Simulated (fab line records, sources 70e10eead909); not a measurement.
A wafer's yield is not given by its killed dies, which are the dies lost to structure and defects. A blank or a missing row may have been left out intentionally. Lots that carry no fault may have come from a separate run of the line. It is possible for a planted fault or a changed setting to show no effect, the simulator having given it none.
Which of the tools did it? / flow nand_harc / 11 lots with 33 wafers sampled at 5 steps, on a route of 1302 steps

== WHAT THE GAUGES READ, wafer by wafer ==
NHARC_END_SORT_01.
lot=L647; measured=day 25 18:50; on=prober-01; defect_limited_yield (%)=89.5 89.5 90.0
lot=L648; measured=day 26 10:55; on=prober-02; defect_limited_yield (%)=91.9 90.7 90.8
lot=L650; measured=day 26 18:41; on=prober-02; defect_limited_yield (%)=87.1 87.4 88.2
lot=L653; measured=day 26 09:37; on=prober-01; defect_limited_yield (%)=90.0 87.0 90.5
lot=L652; measured=day 26 18:09; on=prober-01; defect_limited_yield (%)=89.2 87.7 89.4
lot=L655; measured=day 27 03:27; on=prober-01; defect_limited_yield (%)=90.4 91.1 91.4
lot=L660; measured=day 28 18:57; on=prober-01; defect_limited_yield (%)=88.5 87.1 89.2
lot=L661; measured=day 29 03:32; on=prober-01; defect_limited_yield (%)=94.7 93.5 94.5
lot=L662; measured=day 29 04:18; on=prober-02; defect_limited_yield (%)=86.7 87.1 84.2
lot=L663; measured=day 29 12:02; on=prober-01; defect_limited_yield (%)=95.1 94.4 93.9
lot=L668; measured=day 32 18:28; on=prober-01; defect_limited_yield (%)=92.3 92.3 92.2

== WHICH TOOL RAN EACH LOT (tool, then ch and the chambers of the sampled wafers, then the start) ==
lot=L647; NHARC_A_BLC_ETCH_17=rie_diel-09 ch 0,3, day 21 20:00 or earlier; NHARC_A_M0_SOFTBAKE_04=litho_track-01 ch 0, day 21 20:00; NHARC_A_M0_DESCUM_14=rie_diel-03 ch 0,3, day 21 20:29; NHARC_A_M0_ETCH_34=rie_diel-03 ch 0,1,2, day 21 20:35
lot=L648; NHARC_A_BLC_ETCH_17=rie_diel-12 ch 1,2, day 22 02:00 or earlier; NHARC_A_M0_SOFTBAKE_04=litho_track-04 ch 0, day 22 02:00; NHARC_A_M0_DESCUM_14=rie_diel-04 ch 0,1,3, day 22 03:23; NHARC_A_M0_ETCH_34=rie_diel-04 ch 0,2,3, day 22 03:27
lot=L650; NHARC_A_BLC_ETCH_17=rie_diel-09 ch 0,1, day 23 23:00 or earlier; NHARC_A_M0_SOFTBAKE_04=litho_track-06 ch 0, day 23 23:00; NHARC_A_M0_DESCUM_14=rie_diel-03 ch 1,2,3, day 24 00:11; NHARC_A_M0_ETCH_34=rie_diel-03 ch 1,3, day 24 00:18
lot=L653; NHARC_A_BLC_ETCH_17=rie_diel-09 ch 0,1,3, day 24 04:00 or earlier; NHARC_A_M0_SOFTBAKE_04=litho_track-04 ch 0, day 24 04:00; NHARC_A_M0_DESCUM_14=rie_diel-04 ch 0,3, day 24 04:49; NHARC_A_M0_ETCH_34=rie_diel-04 ch 1,2, day 24 04:54
lot=L652; NHARC_A_BLC_ETCH_17=rie_diel-08 ch 0,2,3, day 24 04:00 or earlier; NHARC_A_M0_SOFTBAKE_04=litho_track-06 ch 0, day 24 04:00; NHARC_A_M0_DESCUM_14=rie_diel-04 ch 2,3, day 24 05:11; NHARC_A_M0_ETCH_34=rie_diel-04 ch 0,2,3, day 24 05:16
lot=L655; NHARC_A_BLC_ETCH_17=rie_diel-12 ch 1,2,3, day 25 11:00 or earlier; NHARC_A_M0_SOFTBAKE_04=litho_track-06 ch 0, day 25 11:00; NHARC_A_M0_DESCUM_14=rie_diel-05 ch 0,2,3, day 25 12:09; NHARC_A_M0_ETCH_34=rie_diel-05 ch 0,1,3, day 25 12:14
lot=L660; NHARC_A_BLC_ETCH_17=rie_diel-12 ch 0,2,3, day 27 00:00 or earlier; NHARC_A_M0_SOFTBAKE_04=litho_track-06 ch 0, day 27 00:00; NHARC_A_M0_DESCUM_14=rie_diel-05 ch 0,1,3, day 27 01:18; NHARC_A_M0_ETCH_34=rie_diel-05 ch 0,1,3, day 27 01:23
lot=L661; NHARC_A_BLC_ETCH_17=rie_diel-09 ch 2,3, day 27 06:00 or earlier; NHARC_A_M0_SOFTBAKE_04=litho_track-06 ch 0, day 27 06:00; NHARC_A_M0_DESCUM_14=rie_diel-05 ch 1,2, day 27 06:47; NHARC_A_M0_ETCH_34=rie_diel-05 ch 0,1,3, day 27 06:52
lot=L662; NHARC_A_BLC_ETCH_17=rie_diel-12 ch 0,1,3, day 27 08:00 or earlier; NHARC_A_M0_SOFTBAKE_04=litho_track-06 ch 0, day 27 08:00; NHARC_A_M0_DESCUM_14=rie_diel-03 ch 0,1,3, day 27 09:07; NHARC_A_M0_ETCH_34=rie_diel-03 ch 1,2,3, day 27 09:12
lot=L663; NHARC_A_BLC_ETCH_17=rie_diel-08 ch 0,3, day 27 15:00 or earlier; NHARC_A_M0_SOFTBAKE_04=litho_track-06 ch 0, day 27 15:00; NHARC_A_M0_DESCUM_14=rie_diel-03 ch 0,1,2, day 27 16:02; NHARC_A_M0_ETCH_34=rie_diel-03 ch 1,3, day 27 16:07
lot=L668; NHARC_A_BLC_ETCH_17=rie_diel-12 ch 0,1, day 30 22:00 or earlier; NHARC_A_M0_SOFTBAKE_04=litho_track-04 ch 0, day 30 22:00; NHARC_A_M0_DESCUM_14=rie_diel-04 ch 1,2,3, day 30 22:52; NHARC_A_M0_ETCH_34=rie_diel-04 ch 0,3, day 30 22:57
- NHARC_A_BLC_ETCH_17: etches the open film in N2/H2, target depth 390 nm, time 609.38 s.
- NHARC_A_M0_SOFTBAKE_04: time 55 s.
- NHARC_A_M0_DESCUM_14: chemistry O2, time 3 s.
- NHARC_A_M0_ETCH_34: etches the open film in N2/H2, target depth 40 nm, overetch 12 nm, time 43.94 s.

== THE ANSWER, worked out from the rows above alone ==
Rule: the usual values come from the lots themselves. Put in order of their means at a reading, lots are off if they are a third of the lots or fewer, leave a main group of 4 or more, and stand apart from it by a gap of 3 or more times the standard deviation of the main group's means; of several such gaps the widest counts. A main group is skipped when, at the precision printed for the reading in the tables above, its means are all equal. Also off: a lot with no number at a reading for which 4 or more lots have one. The other lots that the step has rows for count as sound.
None of the lots is off at any reading shown; this tells nothing.

== WHAT THE SIMULATOR HAD INSERTED ==
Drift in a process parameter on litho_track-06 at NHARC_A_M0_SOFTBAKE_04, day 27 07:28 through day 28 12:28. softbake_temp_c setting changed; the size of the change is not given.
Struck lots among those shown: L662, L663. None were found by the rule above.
